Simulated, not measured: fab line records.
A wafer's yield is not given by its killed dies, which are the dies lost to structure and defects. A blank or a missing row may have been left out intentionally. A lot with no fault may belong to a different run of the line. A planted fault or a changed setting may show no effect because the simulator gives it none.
Chamber matching + flow nand_harc + NHARC_P_M0_PRE_CLEAN_31 on pecvd-03 has 3 sister chambers
The step time 12 s. 3 wafers are shown with their chamber, then 11 later ones without.

== EACH WAFER AND ITS CHAMBER ==
| wafer  | chamber | heater_power_w (W) |
|--------|---------|--------------------|
| L089.4 | 0       | 662                |
| L089.6 | 1       | 665                |
| L092.1 | 2       | 750                |

== WAFERS WITHOUT THEIR CHAMBER ==
| wafer  | heater_power_w (W) |
|--------|--------------------|
| L092.3 | 677                |
| L092.6 | 761                |
| L093.3 | 703                |
| L093.4 | 686                |
| L093.5 | 693                |
| L096.3 | 688                |
| L096.4 | 647                |
| L096.6 | 709                |
| L097.1 | 613                |
| L097.4 | 715                |
| L097.5 | 632                |

== WHICH CHAMBER EACH WENT THROUGH ==
| wafer  | from the rows above          | in truth |
|--------|------------------------------|----------|
| L092.3 | can't be placed: 1 or 0      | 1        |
| L092.6 | 2                            | 2        |
| L093.3 | can't be placed: 1 or 0 or 2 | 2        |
| L093.4 | can't be placed: 1 or 0 or 2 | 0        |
| L093.5 | can't be placed: 1 or 0 or 2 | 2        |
| L096.3 | can't be placed: 1 or 0 or 2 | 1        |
| L096.4 | can't be placed: 0 or 1      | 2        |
| L096.6 | can't be placed: 2 or 1 or 0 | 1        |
| L097.1 | can't be placed: 0 or 1      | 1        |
| L097.4 | can't be placed: 2 or 1 or 0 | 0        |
| L097.5 | can't be placed: 0 or 1      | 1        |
1 of 11 placed correctly. From these rows, 10 cannot be placed; in 9 the true chamber is one of the candidates. Placed wrongly: 0.
How it was worked out, from the rows above alone: a wafer's distance from a chamber is the root of the sum, over the readings, of the square of ((its reading less the chamber's mean) divided by the reading's scatter). The wafer belongs to the nearest chamber; if the next one is less than 2 further off, it can't be placed. Each chamber's mean is taken over the wafers shown for it. The scatter: root of mean squared gap, hidden wafer to nearest shown wafer, with one shown wafer a chamber.
